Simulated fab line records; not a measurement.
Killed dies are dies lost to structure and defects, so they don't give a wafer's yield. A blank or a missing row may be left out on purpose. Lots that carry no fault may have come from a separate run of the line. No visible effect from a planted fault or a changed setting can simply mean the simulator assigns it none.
Comparing a struck lot with a sound one ; flow nandHarc ; 17 steps out of a route of 1302
Sound: these wafers, L579.2, L579.3, L579.6. Struck: wafers L589.5, L589.6 (left out: L589.3, a lot-mate that was not struck); the cause follows at the end.
Each step with rows lists, per side, the tool, then ch with its chambers, then its first start. Under that, the readings that differ: sound wafers ; struck wafers ; difference of the means ; sigmas: that difference in standard deviations of wafers without a fault.
alike: readings whose means differ by less than 2 such deviations, and words and numbers that are the same on both sides. not compared: withheld readings, readings that some wafer has no value for, bounds like >300 that may hide the same value, and numbers for which the record gives no deviation and whose values overlap.
The two part at a step that has a row with sigmas, a row that says differs or no value, or rows on one side only. Non-overlapping numbers with no deviation appear without sigmas and do not part them. A reading that every wafer of one side lacks parts them only if that side has two wafers or more.

NHARC_A_SGD_CUT_CD_MEAS_09 targets a cd of 100 nm.
  sound on cdSem-03 ch 0, day 22 11:30; struck on cdSem-01 ch 0, day 26 13:08
reading;sound;struck;difference;sigmas
cdNm (nm);101.2 99.6 100.3;99.0 99.0;-1.4;-2
NHARC_A_SGD_CUT_OVL_MEAS_10:
  sound on overlay-01, day 22 11:35; struck on overlay-02, day 26 13:13
  alike: overlayXNm, overlayYNm
NHARC_A_SGD_CUT_INSPECT_11:
  sound on defectInspect-01, day 22 11:37; struck on defectInspect-01, day 26 13:15
  alike: rawDefectCount
NHARC_A_SGD_CUT_DESCUM_14: chemistry O2, time 3 s.
  sound on rieDiel-11 ch 0,2,3, day 22 11:42; struck on rieDiel-01 ch 1,2, day 26 13:20
  alike: drypumpMotorCurrentA, oesProductAu, rfVppV, showerheadPlenumPTorr, throttleValvePct
  not compared: rfHoursCounterH
NHARC_A_SGD_CUT_ETCH_58: etches the open film in CF4, target depth 39 nm, time 65 s.
  sound on rieDiel-11 ch 0,2, day 22 11:46; struck on rieDiel-01 ch 0,1, day 26 13:24
  alike: drypumpMotorCurrentA, oesProductAu, rfVppV, showerheadPlenumPTorr, throttleValvePct
  not compared: rfHoursCounterH
then, 1 step without rows for these wafers: NHARC_A_SGD_CUT_ETCH_59 (etches the open film in N2/H2, target depth 260 nm, time 406.25 s).
NHARC_A_SGD_CUT_ETCH_15: etches the open film in CH3F/O2, target depth 75 nm, time 64.3 s.
  sound on rieDiel-11 ch 0,1,2; struck on rieDiel-01 ch 0,3
reading;sound;struck;difference;sigmas
oesProductAu (a.u.);0.921 0.937 0.911;0.969 0.962;+0.042;+2
  alike: drypumpMotorCurrentA, rfVppV, showerheadPlenumPTorr, throttleValvePct
  not compared: rfHoursCounterH
NHARC_A_SGD_CUT_ETCH_16: etches the open film in C4F8/O2/Ar, target depth 310.5 nm, time 155.2 s.
  sound on rieDiel-11 ch 0,1; struck on rieDiel-01 ch 0,1
  alike: oesProductAu, rfVppV
  not compared: rfHoursCounterH
then, 1 step without rows for these wafers: NHARC_A_SGD_CUT_STRIP_60 (strips in C4F8/O2/Ar).
NHARC_A_SGD_CUT_STRIP_17: strips in O2.
  sound on rieDiel-11 ch 2,3; struck on rieDiel-01 ch 1,2
  alike: drypumpMotorCurrentA, oesProductAu, rfVppV, showerheadPlenumPTorr, throttleValvePct
  not compared: rfHoursCounterH
then, 2 steps without rows for these wafers: NHARC_A_SGD_CUT_PRECLEAN_18 (cleans in SC1); NHARC_A_SGD_CUT_SRD_19.
NHARC_A_SGD_CUT_DEP_20: deposits SiO2, target thk 150 nm.
  sound on fcvd-02 ch 0, day 22 12:47; struck on fcvd-01 ch 1, day 26 14:32
then, 1 step without rows for these wafers: NHARC_A_SGD_CUT_ANNEAL_27 (time 1800 s).
NHARC_A_SGD_CUT_CMP_21: polishes, target thk 148.19 nm.
  sound on cmp-04 ch 0,3, day 22 17:48; struck on cmp-04 ch 2,3, day 26 21:50
reading;sound;struck;difference;sigmas
timeToEndpointS (s);57 47 57;23 21;-32;-8
  alike: motorCurrentA
NHARC_A_SGD_CUT_THK_MEAS_22: measures by ellipsometry.
  sound on filmMetro-01, day 22 18:04; struck on filmMetro-01, day 26 22:02
reading;sound;struck;difference;sigmas
thkNm (nm);148.7 149.3 147.8;71.1 71.6;-77.2;-52
after that, 1 step had no rows for these wafers: NHARC_A_SGD_CUT_SRD_23.

## WHERE THEY PART
Earliest at NHARC_A_SGD_CUT_CD_MEAS_09; latest, in this record, at NHARC_A_SGD_CUT_THK_MEAS_22.

WHY: whatever the simulator had introduced
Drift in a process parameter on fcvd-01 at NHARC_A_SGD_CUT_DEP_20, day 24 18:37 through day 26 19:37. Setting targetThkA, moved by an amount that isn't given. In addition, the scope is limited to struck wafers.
